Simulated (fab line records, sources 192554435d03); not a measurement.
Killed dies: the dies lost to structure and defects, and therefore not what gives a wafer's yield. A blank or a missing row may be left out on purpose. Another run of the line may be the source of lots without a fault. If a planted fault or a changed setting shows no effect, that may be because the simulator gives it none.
8D (eight disciplines) problem report, filled in by code || flow n5Finfet || the parts of the form that need people (team, actions taken, sign-off) are left out

## 1. THE ISSUE
At N5_MOL_CONTACT_COAG_IMPLANT_129, doseIonsCm2 averages 3e+14 over 6 wafers from 2 lots, while fault-free wafers read 6e+14, standard deviation 7e+11. So: -99 or more standard deviations from the usual mean.
Earliest sighting: wafer L646.1 on implanter-01 at day 7 22:38. At this step, 27 wafers from 9 lots have a number in the record. By rule, "out" or "out of limits" means more than 4 standard deviations away from the usual mean. Any other wafer with a number is counted as sound.

## 2. WHAT IT IS AND WHAT IT IS NOT
{"question": "which readings at this step", "is": "doseIonsCm2, beamOnS", "is not": "-"}
{"question": "which lots", "is": "L646, L648", "is not": "L633, L638, L639, L641, L642, L644, L656"}
{"question": "which wafers of those lots", "is": "all that have a number", "is not": "-"}
{"question": "read on which tools", "is": "implanter-01", "is not": "implanter-02"}
{"question": "when", "is": "from day 7 22:38", "is not": "up to then (18 sound wafers); but 3 sound wafers of L656 came after"}

## 3. WHAT RULES OUT EACH SUSPECT
Counting: any tool at a process step up to the reading is kept as a suspect provided that every lot that is out went through it and no sound lot did after the first of them.
- rieDiel-06 at N5_MOL_CONTACT_COAG_DESCUM_13 (chemistry O2, time 7 s): kept. It processed each lot that is out, first L646 at day 7 22:12, and no sound lot thereafter; up to then, the last sound lot it processed was L642 at day 6 22:47.
- implanter-01 at N5_MOL_CONTACT_COAG_IMPLANT_129: kept. It processed each lot that is out, first L646 at day 7 22:38, and no sound lot thereafter; up to then, the last sound lot it processed was L641 at day 6 21:57. On those wafers its own readings are out: beamOnS, doseIonsCm2.
The count leaves implanter-01 at N5_MOL_CONTACT_COAG_IMPLANT_129 and rieDiel-06 at N5_MOL_CONTACT_COAG_DESCUM_13.

## 4. THE CAUSE (what the simulator had put in)
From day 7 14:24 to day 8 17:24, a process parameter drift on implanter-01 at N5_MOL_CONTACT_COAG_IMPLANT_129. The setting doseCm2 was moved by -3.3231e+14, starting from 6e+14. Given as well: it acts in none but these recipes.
This tool is one of the 2 suspects left after counting.

## 5. THE EFFECT CHAIN, in route order
Rows list readings where the struck wafers' mean (over those with a number) sits beyond 3 standard deviations from the usual. Only readings whose record carries a usual standard deviation are examined. hours: median over the lots of the time between each lot's start at the first step of this table that gives one and its start at this step. sigmas: the change, counted in usual standard deviations.
{"hours": 0, "step": "N5_MOL_CONTACT_COAG_IMPLANT_129", "reading": "beamOnS", "usual": "38 s", "on struck wafers": 16, "change": -22, "sigmas": -6.7}
{"hours": 0, "step": "N5_MOL_CONTACT_COAG_IMPLANT_129", "reading": "doseIonsCm2", "usual": 6e+14, "on struck wafers": 3e+14, "change": -3e+14, "sigmas": "-99 or more"}
It contains these process steps:
- N5_MOL_CONTACT_COAG_IMPLANT_129
Later measuring or inspecting steps at which every struck wafer that the step has a row for has a number for every such reading, and none has moved that far: N5_BEOL_M4_RC_MEAS_101.

## 6. WHAT WOULD HAVE CAUGHT IT SOONER
The fault began at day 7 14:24; the first out-of-limits reading in this record came at day 7 22:38, 8 hours later.
